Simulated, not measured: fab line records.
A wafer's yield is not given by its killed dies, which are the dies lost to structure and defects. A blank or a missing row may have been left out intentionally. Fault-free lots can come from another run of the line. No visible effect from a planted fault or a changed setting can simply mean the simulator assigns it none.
Chamber matching || flow n5Finfet || N5_PASSIVATION_PECVD_35 on pecvd-04 has 3 sister chambers
The step deposits SiNx from SiH4/NH3/N2, target thk 700 nm, time 151.3 s. 6 wafers are shown with their chamber, then 9 later ones without.

== WAFERS WITH THEIR CHAMBER ==
{"wafer": "L085.3", "chamber": 0, "throttleValvePct (%)": 30.7, "showerheadPlenumPTorr (Torr)": 8.69}
{"wafer": "L086.1", "chamber": 1, "throttleValvePct (%)": 32.4, "showerheadPlenumPTorr (Torr)": 8.73}
{"wafer": "L086.5", "chamber": 1, "throttleValvePct (%)": 32.5, "showerheadPlenumPTorr (Torr)": 8.69}
{"wafer": "L090.1", "chamber": 2, "throttleValvePct (%)": 28.0, "showerheadPlenumPTorr (Torr)": 8.63}
{"wafer": "L090.3", "chamber": 0, "throttleValvePct (%)": 30.8, "showerheadPlenumPTorr (Torr)": 8.72}
{"wafer": "L090.5", "chamber": 2, "throttleValvePct (%)": 28.1, "showerheadPlenumPTorr (Torr)": 8.63}

== WAFERS MISSING THEIR CHAMBER ==
{"wafer": "L092.2", "throttleValvePct (%)": 30.9, "showerheadPlenumPTorr (Torr)": 8.70}
{"wafer": "L092.3", "throttleValvePct (%)": 32.6, "showerheadPlenumPTorr (Torr)": 8.73}
{"wafer": "L092.6", "throttleValvePct (%)": 30.5, "showerheadPlenumPTorr (Torr)": 8.70}
{"wafer": "L097.2", "throttleValvePct (%)": 28.3, "showerheadPlenumPTorr (Torr)": 8.62}
{"wafer": "L097.3", "throttleValvePct (%)": 32.4, "showerheadPlenumPTorr (Torr)": 8.73}
{"wafer": "L097.5", "throttleValvePct (%)": 32.4, "showerheadPlenumPTorr (Torr)": 8.73}
{"wafer": "L096.1", "throttleValvePct (%)": 31.2, "showerheadPlenumPTorr (Torr)": 8.69}
{"wafer": "L096.2", "throttleValvePct (%)": 32.4, "showerheadPlenumPTorr (Torr)": 8.77}
{"wafer": "L096.5", "throttleValvePct (%)": 32.7, "showerheadPlenumPTorr (Torr)": 8.73}

== WHICH CHAMBER EACH ONE RAN IN ==
{"wafer": "L092.2", "from the rows above": 0, "in truth": 0}
{"wafer": "L092.3", "from the rows above": 1, "in truth": 1}
{"wafer": "L092.6", "from the rows above": 0, "in truth": 0}
{"wafer": "L097.2", "from the rows above": 2, "in truth": 2}
{"wafer": "L097.3", "from the rows above": 1, "in truth": 1}
{"wafer": "L097.5", "from the rows above": 1, "in truth": 1}
{"wafer": "L096.1", "from the rows above": 0, "in truth": 0}
{"wafer": "L096.2", "from the rows above": 1, "in truth": 1}
{"wafer": "L096.5", "from the rows above": 1, "in truth": 1}
9 of 9 placed correctly. Not placeable from these rows: 0. Wrongly placed: 0.
How it was worked out, from the rows above alone: a wafer's distance from a chamber is the root of the sum, over the readings, of the square of ((its reading less the chamber's mean) divided by the reading's scatter). The wafer belongs to the nearest chamber; if the next one is less than 2 further off, it can't be placed. A chamber's mean is the mean of its shown wafers. The scatter is the square root of a quotient: the sum, over the shown wafers, of each reading's squared deviation from its chamber's mean, divided by wafers minus chambers.
